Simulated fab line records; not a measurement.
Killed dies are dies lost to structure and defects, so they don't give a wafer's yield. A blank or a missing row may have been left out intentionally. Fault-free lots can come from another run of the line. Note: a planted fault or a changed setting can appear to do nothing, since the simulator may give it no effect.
Chamber matching / flow nand_harc / 4 sister chambers for NHARC_THIN_TSV_DESCUM_14 on rie_diel-02
The step chemistry O2, time 3 s. 18 wafers are shown with their chamber, then 9 later ones without.

## WAFERS, EACH WITH ITS CHAMBER
wafer=L074.1; chamber=0; showerhead_plenum_p_Torr (Torr)=1.85; drypump_motor_current_A (A)=5.7; rf_vpp_V (V)=58.9
wafer=L074.3; chamber=2; showerhead_plenum_p_Torr (Torr)=1.78; drypump_motor_current_A (A)=5.0; rf_vpp_V (V)=56.4
wafer=L074.5; chamber=3; showerhead_plenum_p_Torr (Torr)=1.93; drypump_motor_current_A (A)=5.8; rf_vpp_V (V)=58.1
wafer=L077.2; chamber=1; showerhead_plenum_p_Torr (Torr)=1.96; drypump_motor_current_A (A)=5.7; rf_vpp_V (V)=58.2
wafer=L077.4; chamber=2; showerhead_plenum_p_Torr (Torr)=1.78; drypump_motor_current_A (A)=5.0; rf_vpp_V (V)=56.1
wafer=L077.5; chamber=1; showerhead_plenum_p_Torr (Torr)=1.96; drypump_motor_current_A (A)=5.7; rf_vpp_V (V)=58.8
wafer=L080.4; chamber=1; showerhead_plenum_p_Torr (Torr)=1.96; drypump_motor_current_A (A)=5.6; rf_vpp_V (V)=58.8
wafer=L080.5; chamber=1; showerhead_plenum_p_Torr (Torr)=1.96; drypump_motor_current_A (A)=5.6; rf_vpp_V (V)=56.7
wafer=L080.6; chamber=2; showerhead_plenum_p_Torr (Torr)=1.78; drypump_motor_current_A (A)=5.0; rf_vpp_V (V)=56.8
wafer=L079.1; chamber=1; showerhead_plenum_p_Torr (Torr)=1.96; drypump_motor_current_A (A)=5.6; rf_vpp_V (V)=57.6
wafer=L079.2; chamber=2; showerhead_plenum_p_Torr (Torr)=1.78; drypump_motor_current_A (A)=5.0; rf_vpp_V (V)=56.8
wafer=L079.4; chamber=0; showerhead_plenum_p_Torr (Torr)=1.85; drypump_motor_current_A (A)=5.7; rf_vpp_V (V)=58.0
wafer=L086.1; chamber=3; showerhead_plenum_p_Torr (Torr)=1.92; drypump_motor_current_A (A)=5.7; rf_vpp_V (V)=58.9
wafer=L086.3; chamber=2; showerhead_plenum_p_Torr (Torr)=1.78; drypump_motor_current_A (A)=5.0; rf_vpp_V (V)=58.0
wafer=L086.6; chamber=0; showerhead_plenum_p_Torr (Torr)=1.85; drypump_motor_current_A (A)=5.7; rf_vpp_V (V)=56.6
wafer=L088.1; chamber=3; showerhead_plenum_p_Torr (Torr)=1.92; drypump_motor_current_A (A)=5.7; rf_vpp_V (V)=56.8
wafer=L088.2; chamber=2; showerhead_plenum_p_Torr (Torr)=1.78; drypump_motor_current_A (A)=5.0; rf_vpp_V (V)=57.1
wafer=L088.6; chamber=0; showerhead_plenum_p_Torr (Torr)=1.85; drypump_motor_current_A (A)=5.8; rf_vpp_V (V)=57.1

SIGNATURES, as means of the wafers listed above
reading=showerhead_plenum_p_Torr; chamber 0=1.8500; chamber 1=1.9600; chamber 2=1.7800; chamber 3=1.9233; scatter within a chamber=0.00218
reading=drypump_motor_current_A; chamber 0=5.725; chamber 1=5.640; chamber 2=5.000; chamber 3=5.733; scatter within a chamber=0.0432
reading=rf_vpp_V; chamber 0=57.650; chamber 1=58.020; chamber 2=56.867; chamber 3=57.933; scatter within a chamber=0.873
Rule: distance of a wafer from a chamber = root of the sum over the readings of ((wafer's reading minus chamber's mean) / reading's scatter) squared. If the next closest chamber is less than 2 further off than the closest, the wafer can't be placed; otherwise it belongs to the closest. The scatter is the square root of a quotient: the sum, over the shown wafers, of each reading's squared deviation from its chamber's mean, divided by wafers minus chambers.

## WAFERS WHOSE CHAMBER IS MISSING
wafer=L089.1; showerhead_plenum_p_Torr (Torr)=1.85; drypump_motor_current_A (A)=5.7; rf_vpp_V (V)=57.9
wafer=L089.3; showerhead_plenum_p_Torr (Torr)=1.78; drypump_motor_current_A (A)=5.0; rf_vpp_V (V)=57.6
wafer=L089.4; showerhead_plenum_p_Torr (Torr)=1.95; drypump_motor_current_A (A)=5.6; rf_vpp_V (V)=58.7
wafer=L092.2; showerhead_plenum_p_Torr (Torr)=1.84; drypump_motor_current_A (A)=5.7; rf_vpp_V (V)=58.5
wafer=L092.3; showerhead_plenum_p_Torr (Torr)=1.92; drypump_motor_current_A (A)=5.7; rf_vpp_V (V)=58.1
wafer=L092.6; showerhead_plenum_p_Torr (Torr)=1.84; drypump_motor_current_A (A)=5.7; rf_vpp_V (V)=57.4
wafer=L097.2; showerhead_plenum_p_Torr (Torr)=1.78; drypump_motor_current_A (A)=5.0; rf_vpp_V (V)=56.1
wafer=L097.3; showerhead_plenum_p_Torr (Torr)=1.84; drypump_motor_current_A (A)=5.7; rf_vpp_V (V)=58.4
wafer=L097.5; showerhead_plenum_p_Torr (Torr)=1.92; drypump_motor_current_A (A)=5.7; rf_vpp_V (V)=59.8

## CHAMBER TAKEN BY EACH
wafer=L089.1; from the rows above=0; in truth=0
wafer=L089.3; from the rows above=2; in truth=2
wafer=L089.4; from the rows above=1; in truth=1
wafer=L092.2; from the rows above=0; in truth=0
wafer=L092.3; from the rows above=3; in truth=3
wafer=L092.6; from the rows above=0; in truth=0
wafer=L097.2; from the rows above=2; in truth=2
wafer=L097.3; from the rows above=0; in truth=0
wafer=L097.5; from the rows above=3; in truth=3
Placed correctly: 9 of 9. Not placeable from these rows: 0. 0 placed wrongly.
